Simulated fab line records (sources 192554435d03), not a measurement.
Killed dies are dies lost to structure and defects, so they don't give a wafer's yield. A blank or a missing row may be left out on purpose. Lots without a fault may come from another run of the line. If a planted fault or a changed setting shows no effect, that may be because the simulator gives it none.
Split-lot experiment + flow n5Finfet + 7 lots, 21 wafers read, on a route of 1938 steps

## ABOUT THE SPLIT
At N5_BEOL_M15_PEB_26 (peb time 90 s), the setting pebTempC was moved away from the recipe's 130 C on 3 of the 21 wafers read, by +0.9% to +2.5%. The other wafers ran this setting at the recipe's value.

## FROM THE SPLIT TO THE READING: what the file shows between them, 2 steps
- N5_BEOL_M15_DEVELOP_27: develop time 45 s
- N5_BEOL_M15_HARDBAKE_32: time 120 s

## THE READING
Shown in nm: cdNm at N5_BEOL_M15_CD_MEAS_28, with target cd 407.6 nm. A value of 408.1 nm with a standard deviation of 1.8 nm is what fault-free wafers of this fab line usually give.

| wafer  | tool, chamber at the split | pebTempC as run, C | against the recipe | cdNm, nm | against lot-mates on the recipe |
|--------|----------------------------|--------------------|--------------------|----------|---------------------------------|
| L078.1 | lithoTrack-01, 0           | 130                | recipe             | 409.8    | -                               |
| L078.3 | lithoTrack-01, 0           | 130                | recipe             | 405.8    | -                               |
| L078.4 | lithoTrack-01, 0           | 130                | recipe             | 407.0    | -                               |
| L079.2 | lithoTrack-03, 0           | 132.6              | +2.0%              | 418.8    | +9.7                            |
| L079.5 | lithoTrack-03, 0           | 130                | recipe             | 411.0    | -                               |
| L079.6 | lithoTrack-03, 0           | 130                | recipe             | 407.2    | -                               |
| L081.3 | lithoTrack-05, 0           | 130                | recipe             | 410.7    | -                               |
| L081.5 | lithoTrack-05, 0           | 131.2              | +0.9%              | 415.9    | +6.9                            |
| L081.6 | lithoTrack-05, 0           | 130                | recipe             | 407.3    | -                               |
| L083.3 | lithoTrack-05, 0           | 130                | recipe             | 407.6    | -                               |
| L083.4 | lithoTrack-05, 0           | 133.2              | +2.5%              | 419.8    | +11.7                           |
| L083.5 | lithoTrack-05, 0           | 130                | recipe             | 408.7    | -                               |
| L085.3 | lithoTrack-05, 0           | 130                | recipe             | 406.9    | -                               |
| L085.4 | lithoTrack-05, 0           | 130                | recipe             | 409.6    | -                               |
| L085.5 | lithoTrack-05, 0           | 130                | recipe             | 411.3    | -                               |
| L090.1 | lithoTrack-01, 0           | 130                | recipe             | 405.0    | -                               |
| L090.3 | lithoTrack-01, 0           | 130                | recipe             | 406.5    | -                               |
| L090.4 | lithoTrack-01, 0           | 130                | recipe             | 407.7    | -                               |
| L095.4 | lithoTrack-05, 0           | 130                | recipe             | 410.3    | -                               |
| L095.5 | lithoTrack-05, 0           | 130                | recipe             | 408.8    | -                               |
| L095.6 | lithoTrack-05, 0           | 130                | recipe             | 411.2    | -                               |

THE FIT
A straight line over all 21 wafers: cdNm changes by +5.03 nm for each +1% of pebTempC; r = +0.87; the points scatter about the line by 2 nm.
The same after taking each lot's own level away (the mean of its wafers on the recipe; 21 wafers): +4.95 nm for each +1%; r = +0.92; scatter 1.5 nm.
On that fit, the largest move of pebTempC shifts the reading by 12 nm.
The lots' own levels span 406.40 to 410.10 nm, that is 2.1 times the standard deviation above.
Consequently the slope shifts little with the lot-to-lot level, the two slopes agreeing.
Check: +13 nm against its lot-mates is what the line predicts for one of the wafers moved furthest among these (+2.5%) when that wafer is left out of the fit. Against them it came out at +11.7 nm.

## THE WHOLE CHAIN: every reading that the file lists as answering this split, in the file's order
| step                       | what it does                                                  | reading                                                        | change (the file's fit)              | r (the file's) |
|----------------------------|---------------------------------------------------------------|----------------------------------------------------------------|--------------------------------------|----------------|
| N5_BEOL_M15_CD_MEAS_28     | target cd 407.6 nm                                            | cdNm                                                           | +4.99 nm for each +1% of the setting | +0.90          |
| N5_BEOL_M15_DESCUM_33      | chemistry O2, time 7.9 s                                      | BEOL_M15.cdNm (the simulator's own value, which no gauge read) | +5.05 nm for each +1% of the setting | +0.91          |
| N5_BEOL_M15_TRENCH_ETCH_34 | etches SiO2 in C4F8/O2/Ar, target depth 872.93 nm, time 199 s | BEOL_M15.cdNm (the simulator's own value, which no gauge read) | +4.92 nm for each +1% of the setting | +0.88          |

## FILE'S OWN FIT
cdNm changes by +4.99 nm for each +1% of pebTempC, r = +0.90.
